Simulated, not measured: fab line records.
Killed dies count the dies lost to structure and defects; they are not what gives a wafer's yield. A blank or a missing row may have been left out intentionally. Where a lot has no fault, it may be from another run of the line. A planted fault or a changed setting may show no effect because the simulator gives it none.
A lot that was struck, set against a sound lot || flow n5_finfet || 16 out of 1938 route steps
Sound: the wafers L399.1, L399.2, L399.5. Wafers L410.1, L410.3, L410.6 were the ones struck. The cause comes at the end.
Per side, at each step with rows, come the tool, then ch with its chambers, and then its first start. Under that, the readings that differ: sound wafers || struck wafers || difference of the means || sigmas: that difference in standard deviations of wafers without a fault.
alike: words and numbers the same on both sides, and readings whose means are apart by under 2 such deviations; not compared: readings that were withheld, readings missing a value for some wafer, numbers with overlapping values and no deviation given by the record, and bounds like >300 which may hide the same value.
Wherever a step has rows on one side only, a row that says differs or no value, or a row with sigmas, the two part there. Numbers that don't overlap but have no deviation are shown without sigmas and don't part them. A reading missing from all wafers of one side parts the sides only when that side holds two or more wafers.

first, 10 steps without rows for these wafers: N5_BEOL_M0_CUTY_DESCUM_61 (chemistry O2, time 7.9 s); N5_BEOL_M0_CUTY_ETCH_62 (etches SiARC in CF4, time 58.5 s); N5_BEOL_M0_CUTY_ETCH_63 (etches SOC in N2/H2, target depth 82.7 nm, overetch 16.5 nm, time 124 s); N5_BEOL_M0_CUTY_STRIP_64 (strips in N2/H2); N5_BEOL_M0_ETCH_138 (etches SiCN in CH3F/O2, target depth 12 nm, time 31.6 s); N5_BEOL_M0_HM_OPEN_105 (chemistry Cl2/BCl3, target TiN, target depth 12 nm); N5_BEOL_M0_STRIP_140 (strips in CF4); N5_BEOL_M0_STRIP_104 (strips in N2/H2); N5_BEOL_M0_WET_ETCH_106 (etches SiO2 in DHF, target depth 130 nm, rinse time 30 s); N5_BEOL_M0_ETCH_128 (etches SiCN in CF4/N2, target depth 12 nm, overetch 5.1 nm, time 21.4 s).
N5_BEOL_M0_TRENCH_ETCH_107: etches SiOC in C4F6/O2, target depth 32.8 nm, time 16.4 s.
  sound on rie_diel-01 ch 1,2, day 6 19:40; struck on rie_diel-01 ch 0,1,3, day 9 15:58
  no value came back on the struck wafers for any of 9 readings (C4F6_flow_sccm (sccm), O2_flow_sccm (sccm) and others); on the sound wafers C4F6_flow_sccm (sccm) reads 9.93 9.99 9.97
{"reading": "model.TiN_of_BEOL_M0_SAQP_HM_DEP_02.thk_nm (nm)", "sound": "9.4 9.6 9.8", "struck": "10.8 10.6 10.6", "difference": "+1.1", "sigmas": ""}
  not compared: rf_hours_counter_h
then, 1 step without rows for these wafers: N5_BEOL_M0_STRIP_142 (strips in N2/H2, time 10 s).
N5_BEOL_M0_OCD_MEAS_108:
  struck on ocd-01, day 9 16:05; sound on ocd-01, day 6 19:46
{"reading": "trench_depth_nm (nm)", "sound": "31.9 31.3 32.1", "struck": "0 0.4 0", "difference": -32, "sigmas": -39}
then, 1 step without rows for these wafers: N5_BEOL_M0_HM_STRIP_129 (strips TiN in peroxide tin strip, target depth 17 nm, time 108 s).
N5_BEOL_M4_RC_MEAS_101:
  the record has rows for the sound wafers here (prober-01 ch 0, day 9 04:55) and none for the struck ones
-- the record jumps here: 8 days lie between the struck wafers' starts before and after (it left off in module BEOL_M4 and takes up again in module PASSIVATION, whose first step shown is number 1936 of the route) --
N5_PASSIVATION_PROBE_49:
  struck on prober-01, day 17 10:00; sound on prober-02, day 13 22:37
{"reading": "defect_limited_yield (%)", "sound": "90.6 89.7 87.5", "struck": "0 0 0", "difference": -89, "sigmas": -64}
{"reading": "killed_at_M0_to_M3", "sound": "52 54 60", "struck": "1075 1100 1096", "difference": "+1035", "sigmas": "+94"}
{"reading": "killed_dies", "sound": "111 122 147", "struck": "1180 1180 1180", "difference": "+1053", "sigmas": "+62"}
{"reading": "killed_on_rim", "sound": "16 8 20", "struck": "152 152 152", "difference": "+137", "sigmas": "+33"}
{"reading": "sort_bin_5_function (%)", "sound": "5.5 6.4 7.6", "struck": "95.8 96.4 96.4", "difference": "+89.7", "sigmas": "+99 or more"}
{"reading": "sort_n_pass", "sound": "1069 1058 1033", "struck": "0 0 0", "difference": -1053, "sigmas": -62}
{"reading": "sort_yield_pct (%)", "sound": "90.6 89.7 87.5", "struck": "0 0 0", "difference": -89, "sigmas": -64}
  alike: killed_at_M4_up, killed_at_contacts, killed_at_front_end, killed_at_other, killed_open, killed_short, sort_bin_6_memory

== WHERE THEY PART ==
Earliest at N5_BEOL_M0_TRENCH_ETCH_107; latest, in this record, at N5_PASSIVATION_PROBE_49.

WHY: what had been put in by the simulator
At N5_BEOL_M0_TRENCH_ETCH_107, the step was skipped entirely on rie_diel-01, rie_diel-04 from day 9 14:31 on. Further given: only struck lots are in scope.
